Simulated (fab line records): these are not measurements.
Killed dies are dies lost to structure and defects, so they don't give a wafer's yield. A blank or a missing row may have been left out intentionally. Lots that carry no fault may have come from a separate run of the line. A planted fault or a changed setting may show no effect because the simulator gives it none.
Code-filled problem report in 8D (eight disciplines) form | flow n5 finfet | the parts of the form that need people (team, actions taken, sign-off) are left out

== 1. THE PROBLEM ==
N5_BEOL_M14_ETCH_67, etch rf on time s: mean 288 s over 1 wafer from 1 lot; wafers with no fault: 237 s, standard deviation 5.4. Relative to the usual mean, that is a shift of +9.4 standard deviations.
The step: etches SiARC in CF4, target depth 143 nm, time 238.3 s.
First observed at day 15 11:00: wafer L251.6, on rie diel-01. The record holds 33 wafers of 11 lots with a number at this step. By rule, "out" or "out of limits" means more than 4 standard deviations away from the usual mean. All remaining wafers that have a number are taken as sound.

== 2. WHAT IT IS AND WHAT IT IS NOT ==
question                    | is                | is not
which readings at this step | etch rf on time s | drypump motor current A, oes product au, rf vpp V, showerhead plenum p Torr, throttle valve pct
which lots                  | L251              | L237, L240, L242, L243, L247, L249, L255, L257, L259, L260
which wafers of those lots  | L251.6            | L251.2, L251.3
read on which tools         | rie diel-01       | rie diel-05, rie diel-06
when                        | from day 15 11:00 | up to then (20 sound wafers); but 12 sound wafers of L255, L257, L259, L260 came after

== 3. WHAT RULES OUT EACH SUSPECT ==
Counting: if a tool at a process step up to the reading ran every lot that is out, it stays a suspect. Sound lots after the first of them don't rule it out here, since some wafers of a struck lot are sound.
- rie diel-01 at N5_BEOL_M14_ETCH_67 (etches SiARC in CF4, target depth 143 nm, time 238.3 s): kept. The lot that is out, L251, ran on it at day 15 11:00; the last sound lot it ran before that was L247, at day 14 04:15. Out on those wafers are its own readings of etch rf on time s.
- In rie diel-01 at N5_BEOL_M14_ETCH_67, the wafers that are out were processed in chamber 1 and their sound lot-mates in chambers 0, 3.
Left after counting: rie diel-01 at N5_BEOL_M14_ETCH_67.

== 4. THE CAUSE (what the simulator had put in) ==
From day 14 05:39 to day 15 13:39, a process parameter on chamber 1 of rie diel-01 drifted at N5_BEOL_M14_ETCH_67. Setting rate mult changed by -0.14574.
After counting, this tool was the only one left.

== 5. THE CHAIN OF EFFECTS, in route order ==
Each row: a reading whose mean over the struck wafers that have a number lies more than 3 standard deviations from the usual. Only readings for which the record gives a usual standard deviation are gone through. hours: the time from each lot's start at the first step in this table that gives one to its start at this step, as a median over the lots. sigmas: the change in usual standard deviations.
hours | step                | reading           | usual | on struck wafers | change | sigmas
0     | N5_BEOL_M14_ETCH_67 | etch rf on time s | 237 s | 288              | +51    | +9.4
Here are the process steps it includes:
- N5_BEOL_M14_ETCH_67: etches SiARC in CF4, target depth 143 nm, time 238.3 s.
Later steps that measure or inspect, where all struck wafers having a row at the step show a number for every such reading and not one has moved that far: N5_BEOL_M14_OCD_MEAS_35.

== 6. WHAT WOULD HAVE CAUGHT IT SOONER ==
29 hours passed between the start of the fault at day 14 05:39 and the first reading out of limits in this record, taken at day 15 11:00.
